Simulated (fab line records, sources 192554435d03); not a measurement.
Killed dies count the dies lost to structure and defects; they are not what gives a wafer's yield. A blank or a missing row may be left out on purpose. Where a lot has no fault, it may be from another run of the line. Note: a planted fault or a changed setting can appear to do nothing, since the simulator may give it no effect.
Chamber matching / flow n5-finfet / N5_BEOL_M9_CURE_72 on uv-cure-02 has 3 sister chambers
The step cures SiCOH lowk, time 120 s. 6 wafers are shown with their chamber, then 10 later ones without.

WAFERS PAIRED WITH THEIR CHAMBERS
wafer=L080.4; chamber=2; wafer_temp_C_max=371.8; lamp-power-pct (%)=52.30
wafer=L080.5; chamber=2; wafer_temp_C_max=371.7; lamp-power-pct (%)=52.28
wafer=L084.4; chamber=0; wafer_temp_C_max=370.7; lamp-power-pct (%)=52.29
wafer=L084.6; chamber=0; wafer_temp_C_max=371.0; lamp-power-pct (%)=52.28
wafer=L087.1; chamber=1; wafer_temp_C_max=372.0; lamp-power-pct (%)=52.34
wafer=L087.2; chamber=1; wafer_temp_C_max=371.4; lamp-power-pct (%)=52.38

WAFERS MISSING THEIR CHAMBER
wafer=L087.3; wafer_temp_C_max=371.9; lamp-power-pct (%)=52.34
wafer=L089.1; wafer_temp_C_max=371.8; lamp-power-pct (%)=52.32
wafer=L089.2; wafer_temp_C_max=371.6; lamp-power-pct (%)=52.30
wafer=L089.3; wafer_temp_C_max=371.5; lamp-power-pct (%)=52.28
wafer=L091.2; wafer_temp_C_max=371.3; lamp-power-pct (%)=52.37
wafer=L091.4; wafer_temp_C_max=371.4; lamp-power-pct (%)=52.42
wafer=L091.6; wafer_temp_C_max=371.3; lamp-power-pct (%)=52.27
wafer=L097.1; wafer_temp_C_max=370.9; lamp-power-pct (%)=52.36
wafer=L097.2; wafer_temp_C_max=371.3; lamp-power-pct (%)=52.27
wafer=L097.3; wafer_temp_C_max=371.6; lamp-power-pct (%)=52.31

CHAMBER TAKEN BY EACH
wafer=L087.3; from the rows above=can't be placed: 1 or 2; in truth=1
wafer=L089.1; from the rows above=can't be placed: 2 or 1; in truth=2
wafer=L089.2; from the rows above=2; in truth=2
wafer=L089.3; from the rows above=can't be placed: 2 or 0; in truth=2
wafer=L091.2; from the rows above=1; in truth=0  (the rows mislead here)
wafer=L091.4; from the rows above=1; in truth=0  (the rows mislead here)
wafer=L091.6; from the rows above=can't be placed: 0 or 2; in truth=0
wafer=L097.1; from the rows above=can't be placed: 1 or 0 or 2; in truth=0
wafer=L097.2; from the rows above=can't be placed: 0 or 2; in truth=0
wafer=L097.3; from the rows above=can't be placed: 2 or 1 or 0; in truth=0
Correctly placed: 1 of 10. Not placeable from these rows: 7 (in 7, the candidates include the true chamber). Placed wrongly: 2.
How it was worked out, from the rows above alone: a wafer's distance from a chamber is the root of the sum, over the readings, of the square of ((its reading less the chamber's mean) divided by the reading's scatter). If the next closest chamber is less than 2 further off than the closest, the wafer can't be placed; otherwise it belongs to the closest. Each chamber's mean is taken over the wafers shown for it. The scatter: take each reading less its chamber's mean, square it, sum over the shown wafers, divide by the number of wafers less the number of chambers, and take the root.
